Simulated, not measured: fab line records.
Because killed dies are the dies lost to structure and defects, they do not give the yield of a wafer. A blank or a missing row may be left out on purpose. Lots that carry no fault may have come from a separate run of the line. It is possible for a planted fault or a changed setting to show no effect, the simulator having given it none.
fab line records | flow nandHarc
record: lots: 6 | wafers: 17 | lastDay: 23
route steps=1159 shown A_WL_FILL@839 A_CONTACT@840 END@1159
lots that met no fault: from a run of the same line without faults
startH: hours from the record's first day to the start of the lot's first wafer shown | waitH: hours elapsed since this lot's preceding step | " the same as in the row above | L1.1+2: one row covering several wafers at once | - no value, or no start given | * or withheld: withheld | < > ~ a bound
route shown NAME@n: NAME is a module with steps in the file, n the number in the route of the first one | usual: average and standard deviation across the fault-free wafers | same: alike in all rows | chamber/n: place in a boat | sites: each site's reading | _std_site: standard deviation of those values | _edge_site: mean of outer sites minus mean of inner sites | radiusMm: for every site, how far away it sits from the centre of the wafer | mask NAME#n: copy n | behind: tool/chamber where the wafer was last shaped | hold: what put the lot on hold/how long, in hours/how the hold closed | device: which transistor (n, p or np) failed to switch | end of line: the same wafers' tests at the end of the route | where a step has no rows: the recipe by itself | killed: at the first sort, the dies lost to defects and structure; wafer yield is something else | map: a wafer's dies, marking killed ones x, the rest . and places with no die _
set.NAME: the setting the step ran with; set.NAME@STEP: the setting that earlier step ran with | model.NAME: the simulator's own value behind a step, which no gauge read
lots at some steps of the route; a table a step, a row a wafer
services: a tool's chamber out of use, with start hour (startH, from the record's first day; less than 0 if before it), hours out, and reason
== steps ==
step: NHARC_A_WL_FILL_INSPECT_15
usual: rawDefectCount: 384/130
lot.wafer | tool             | chamber | startH | waitH | rawDefectCount
L802.2    | defectInspect-02 | -       | 374.26 | 0.0   | 460
L802.5    | "                | -       | "      | "     | 409
L802.6    | "                | -       | "      | "     | 342
L810.1    | defectInspect-01 | -       | 424.34 | 0.0   | 331
L810.3    | "                | -       | "      | "     | 288
L810.5    | "                | -       | "      | "     | 339
L815.1    | defectInspect-02 | -       | 443.83 | 0.0   | 338
L815.3    | "                | -       | "      | "     | 384
L815.6    | "                | -       | "      | "     | 344
L812.1    | defectInspect-02 | -       | 446.18 | 0.0   | 216
L812.4    | "                | -       | "      | "     | 316
L812.5    | "                | -       | "      | "     | 274
L816.1    | defectInspect-01 | -       | 459.78 | 0.0   | 317
L816.3    | "                | -       | "      | "     | 526
L818.2    | defectInspect-02 | -       | 470.36 | 0.0   | 504
L818.5    | "                | -       | "      | "     | 665
L818.6    | "                | -       | "      | "     | 576
step: NHARC_A_CONTACT_DEP_24
recipe: targetThkA: 5000 | tempC: 400 | pressureTorr: 6.5 | rfW: 900 | teosFlowSccm: 161.4 | flowSccm: 2650 | targetThkNm: 500 | gas: O2 | material: SiO2
usual: heaterPowerW: 524/69 | throttleValvePct: 15.7/0.56
lot.wafer | tool     | chamber | startH | waitH | heaterPowerW | throttleValvePct
L802.2    | pecvd-03 | 2       | 374.33 | 0.1   | 524          | 16.0
L802.5    | "        | 2       | "      | "     | 544          | 16.2
L802.6    | "        | 0       | "      | "     | 580          | 16.6
L810.3    | pecvd-03 | 0       | 424.47 | 0.1   | 601          | 16.4
L810.1    | "        | 1       | "      | "     | 493          | 15.1
L810.5    | "        | 0       | "      | "     | 475          | 16.4
L815.3    | pecvd-03 | 2       | 443.98 | 0.2   | 464          | 16.0
L815.1    | "        | 1       | "      | "     | 500          | 15.1
L815.6    | "        | 1       | "      | "     | 521          | 15.0
L812.1    | pecvd-03 | 1       | 446.30 | 0.1   | 403          | 14.9
L812.5    | "        | 0       | "      | "     | 563          | 16.5
L812.4    | "        | 2       | "      | "     | 542          | 16.3
L816.3    | pecvd-03 | 1       | 459.84 | 0.1   | 423          | 14.9
L816.1    | "        | 2       | "      | "     | 502          | 16.2
L818.2    | pecvd-03 | 1       | 470.55 | 0.2   | 480          | 15.1
L818.5    | "        | 2       | "      | "     | 488          | 16.1
L818.6    | "        | 1       | "      | "     | 503          | 15.3
step: NHARC_A_CONTACT_DEP_28
recipe: targetThkA: 36000 | tempC: 400 | material: aC
usual: throttleValvePct: 35.000/0.0083
lot.wafer | tool      | chamber | startH | waitH | throttleValvePct
L802.2    | aclDep-02 | 0       | 377.72 | 2.8   | 34.991
L802.5    | "         | 0       | 378.82 | 3.9   | 34.984
L802.6    | "         | 0       | "      | "     | 35.004
L810.1    | aclDep-01 | 0       | 425.79 | 0.8   | 34.997
L810.3    | "         | 0       | "      | "     | 34.996
L810.5    | "         | 0       | "      | "     | 34.995
L815.1    | aclDep-03 | 0       | 445.60 | 1.1   | 35.001
L815.3    | "         | 0       | "      | "     | 34.993
L815.6    | "         | 0       | 447.40 | 2.9   | 34.995
L812.1    | aclDep-02 | 0       | 447.57 | 0.8   | 34.986
L812.4    | "         | 0       | 448.67 | 1.9   | 34.998
L812.5    | "         | 0       | "      | "     | 34.992
L816.1    | aclDep-03 | 0       | 460.45 | 0.1   | 34.999
L816.3    | "         | 0       | "      | "     | 35.002
L818.2    | aclDep-01 | 0       | 471.85 | 0.9   | 35.009
L818.5    | "         | 0       | 472.95 | 2.0   | 34.996
L818.6    | "         | 0       | "      | "     | 34.987
step: NHARC_A_CONTACT_DEP_29
recipe: targetThkA: 700 | targetThkNm: 70 | tempC: 400 | pressureTorr: 3.5 | flowSccm: 200 | rfW: 350 | material: SiON
usual: heaterPowerW: 723/75
lot.wafer | tool     | chamber | startH | waitH | heaterPowerW
L802.2    | pecvd-03 | 1       | 379.58 | 1.5   | 700
L802.6    | "        | 1       | "      | "     | 700
L802.5    | "        | 0       | "      | "     | 689
L810.1    | pecvd-03 | 2       | 428.02 | 1.9   | 759
L810.3    | "        | 1       | "      | "     | 609
L810.5    | "        | 2       | "      | "     | 721
L815.1    | pecvd-01 | 2       | 447.78 | 1.8   | 816
L815.3    | "        | 0       | "      | "     | 736
L815.6    | "        | 2       | "      | "     | 840
L812.1    | pecvd-01 | 2       | 449.79 | 1.8   | 799
L812.4    | "        | 2       | "      | "     | 827
L812.5    | "        | 0       | "      | "     | 646
L816.3    | pecvd-02 | 2       | 462.68 | 1.1   | 618
L816.1    | "        | 1       | "      | "     | 775
L818.2    | pecvd-01 | 2       | 473.85 | 1.6   | 859
L818.6    | "        | 1       | "      | "     | 748
L818.5    | "        | 2       | "      | "     | 845
step: NHARC_A_CONTACT_DEHYDRATE_32
recipe: tempC: 150 | timeS: 120
step: NHARC_A_CONTACT_HMDS_33
recipe: timeS: 30
step: NHARC_A_CONTACT_COAT_34
recipe: tempC: 260 | timeS: 75
step: NHARC_A_CONTACT_COAT_35
recipe: tempC: 225 | timeS: 65
step: NHARC_A_CONTACT_COAT_36
recipe: spinRpm: 1500 | resistThkNm: 90
step: NHARC_A_CONTACT_SOFTBAKE_37
recipe: tempC: 105 | timeS: 55
usual: heaterPowerTotalW: 188.46/0.14
lot.wafer | tool          | chamber | startH | waitH | heaterPowerTotalW
L802.2    | lithoTrack-06 | 0       | 379    | -     | 188.41
L802.5    | "             | 0       | "      | "     | 188.35
L802.6    | "             | 0       | "      | "     | 188.57
L810.1    | lithoTrack-01 | 0       | 428    | -     | 188.44
L810.3    | "             | 0       | "      | "     | 188.36
L810.5    | "             | 0       | "      | "     | 188.36
L815.1    | lithoTrack-06 | 0       | 448    | -     | 188.40
L815.3    | "             | 0       | "      | "     | 188.29
L815.6    | "             | 0       | "      | "     | 188.50
L812.1    | lithoTrack-04 | 0       | 450    | -     | 188.63
L812.4    | "             | 0       | "      | "     | 188.44
L812.5    | "             | 0       | "      | "     | 188.66
L816.1    | lithoTrack-01 | 0       | 462    | -     | 188.39
L816.3    | "             | 0       | "      | "     | 245.06
L818.2    | lithoTrack-01 | 0       | 474    | -     | 188.40
L818.5    | "             | 0       | "      | "     | 188.41
L818.6    | "             | 0       | "      | "     | 244.47
step: NHARC_A_CONTACT_EBR_38
step: NHARC_END_SORT_01
recipe: tempC: 25
usual: killedAtArray: 27/11 | killedAtOther: 0.6/1 | killedAtPeriphery: 3.0/2.1 | killedDies: 31/12 | killedOpen: 3.2/1.7 | killedShort: 1.7/1.4
same: grossDies: 677
lot.wafer | tool      | chamber | startH | waitH | killedAtArray | killedAtOther | killedAtPeriphery | killedDies | killedOpen | killedShort
L818.2    | prober-01 | 0       | 550.12 | 2.8   | 47            | 1             | 1                 | 49         | 0          | 0
L818.5    | prober-01 | 0       | 552.54 | 3.7   | 47            | 2             | 1                 | 50         | 4          | 2
L818.6    | prober-01 | 0       | 553.34 | 4.0   | 47            | 1             | 3                 | 51         | 4          | 1
killed by level:class
L818.2 A_SLIT:chamberFilmFlake=21 A_CHANNEL_HOLE_D1:chamberFilmFlake=16 A_CONTACT:chamberFilmFlake=6 A_STAIRCASE:chamberFilmFlake=3 THIN_TSV:chamberFilmFlake=1 P_GATE:chamberFilmFlake=1 A_CHANNEL_FILL_D1:chamberFilmFlake=1
L818.5 A_CHANNEL_HOLE_D1:chamberFilmFlake=17 A_SLIT:chamberFilmFlake=17 A_CHANNEL_FILL_D1:chamberFilmFlake=3 A_CONTACT:chamberFilmFlake=3 A_ZERO_WELL:chamberFilmFlake=2 P_CONTACT:geometricParticle:open=1 A_ONON_D1:geometricParticle:open=1 A_CHANNEL_FILL_D1:geometricParticle:short=1
L818.6 A_SLIT:chamberFilmFlake=23 A_CHANNEL_HOLE_D1:chamberFilmFlake=12 A_STAIRCASE:chamberFilmFlake=3 A_CONTACT:chamberFilmFlake=3 P_CONTACT:geometricParticle:open=2 A_CONTACT:geometricParticle:open=2 P_M0:geometricParticle:short=1 A_ZERO_WELL:chamberFilmFlake=1
== services ==
tool          | chamber | startH | hours | kind
aclDep-03     | -       | 405.51 | 13.0  | pm
pecvd-01      | -       | 418.23 | 13.0  | pm
pecvd-01      | 0       | 418.23 | 13.0  | ventCycle
pecvd-01      | 1       | 418.23 | 13.0  | ventCycle
pecvd-01      | 2       | 418.23 | 13.0  | ventCycle
pecvd-01      | 0       | 431.23 | -     | clean
pecvd-01      | 1       | 431.23 | -     | clean
pecvd-01      | 2       | 431.23 | -     | clean
lithoTrack-01 | -       | 443.00 | 7.0   | pm
pecvd-02      | 2       | 453.91 | 2.9   | repair
lithoTrack-06 | -       | 467.00 | 7.0   | pm
pecvd-03      | -       | 473.08 | 13.0  | pm
pecvd-03      | 0       | 473.08 | 13.0  | ventCycle
pecvd-03      | 1       | 473.08 | 13.0  | ventCycle
pecvd-03      | 2       | 473.08 | 13.0  | ventCycle
== key ==
firstSign: step: NHARC_A_CONTACT_SOFTBAKE_37 | reading: heaterPowerTotalW | direction: up | sigmas: 99+ | usual: * | struck: *
effect none on later readings
metAt NHARC_A_CONTACT_SOFTBAKE_37
struckWafers L816.3,L818.6
testerLeftOut L816,L818
onsetBetween 428 462
fault: kind: processParameterDrift | tool: lithoTrack-01 | chamber: - | onsetH: 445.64 | steps: NHARC_A_CONTACT_SOFTBAKE_37 | channel: timeS | offset: * | shape: step | endH: 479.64 | scope: struckWafersOnly | actsIn: * | stated: *
testerLeftOut: of these lots the tester's yield and bins aren't shown, on N5 and GAA mostly nor the transistor test; their killed dies are dies lost to structure and defects alone, not to doping, threshold or leakage, so they don't give the yield
